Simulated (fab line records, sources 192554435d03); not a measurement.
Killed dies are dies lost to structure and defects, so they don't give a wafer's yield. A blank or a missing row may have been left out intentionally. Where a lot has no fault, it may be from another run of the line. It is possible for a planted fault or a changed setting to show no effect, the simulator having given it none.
Matching of chambers | flow n5 finfet | 4 sister chambers for N5_FIN_CUT_STRIP_24 on rie diel-04
The step strips in CF4. 14 wafers are shown with their chamber, then 7 later ones without.

## WAFERS PAIRED WITH THEIR CHAMBERS
wafer  | chamber | showerhead plenum p Torr (Torr) | drypump motor current A (A) | oes product au (a.u.)
L074.2 | 0       | 1.80                            | 6.2                         | 0.76
L074.3 | 3       | 1.78                            | 5.0                         | 0.70
L074.5 | 1       | 1.82                            | 5.5                         | 0.82
L079.2 | 3       | 1.77                            | 4.9                         | 0.69
L079.5 | 0       | 1.80                            | 6.1                         | 0.75
L079.6 | 1       | 1.82                            | 5.5                         | 0.81
L080.2 | 0       | 1.80                            | 6.1                         | 0.75
L080.3 | 2       | 1.71                            | 6.5                         | 0.70
L080.6 | 0       | 1.80                            | 6.2                         | 0.75
L083.2 | 0       | 1.80                            | 6.2                         | 0.74
L083.5 | 3       | 1.77                            | 5.0                         | 0.69
L083.6 | 0       | 1.80                            | 6.1                         | 0.74
L086.1 | 2       | 1.71                            | 6.6                         | 0.69
L086.5 | 1       | 1.81                            | 5.6                         | 0.80

SIGNATURES (means of the wafers above)
reading                  | chamber 0 | chamber 1 | chamber 2 | chamber 3 | scatter within a chamber
showerhead plenum p Torr | 1.8000    | 1.8167    | 1.7100    | 1.7733    | 0.00365
drypump motor current A  | 6.150     | 5.533     | 6.550     | 4.967     | 0.0577
oes product au           | 0.7483    | 0.8100    | 0.6950    | 0.6933    | 0.00775
Rule: distance of a wafer from a chamber = root of the sum over the readings of ((wafer's reading minus chamber's mean) / reading's scatter) squared. The wafer belongs to the nearest chamber; if the next one is less than 2 further off, it can't be placed. The scatter is the square root of a quotient: the sum, over the shown wafers, of each reading's squared deviation from its chamber's mean, divided by wafers minus chambers.

## WAFERS WITH NO CHAMBER GIVEN
wafer  | showerhead plenum p Torr (Torr) | drypump motor current A (A) | oes product au (a.u.)
L086.6 | 1.80                            | 6.1                         | 0.74
L093.1 | 1.77                            | 5.0                         | 0.69
L093.4 | 1.81                            | 5.5                         | 0.79
L093.5 | 1.71                            | 6.5                         | 0.68
L095.2 | 1.81                            | 5.5                         | 0.78
L095.3 | 1.71                            | 6.5                         | 0.68
L095.4 | 1.77                            | 5.0                         | 0.68

## THE CHAMBER EACH PASSED THROUGH
wafer  | from the rows above | in truth
L086.6 | 0                   | 0
L093.1 | 3                   | 3
L093.4 | 1                   | 1
L093.5 | 2                   | 2
L095.2 | 1                   | 1
L095.3 | 2                   | 2
L095.4 | 3                   | 3
Correct placement for 7 of the 7. Left unplaced by these rows: 0. 0 placed wrongly.
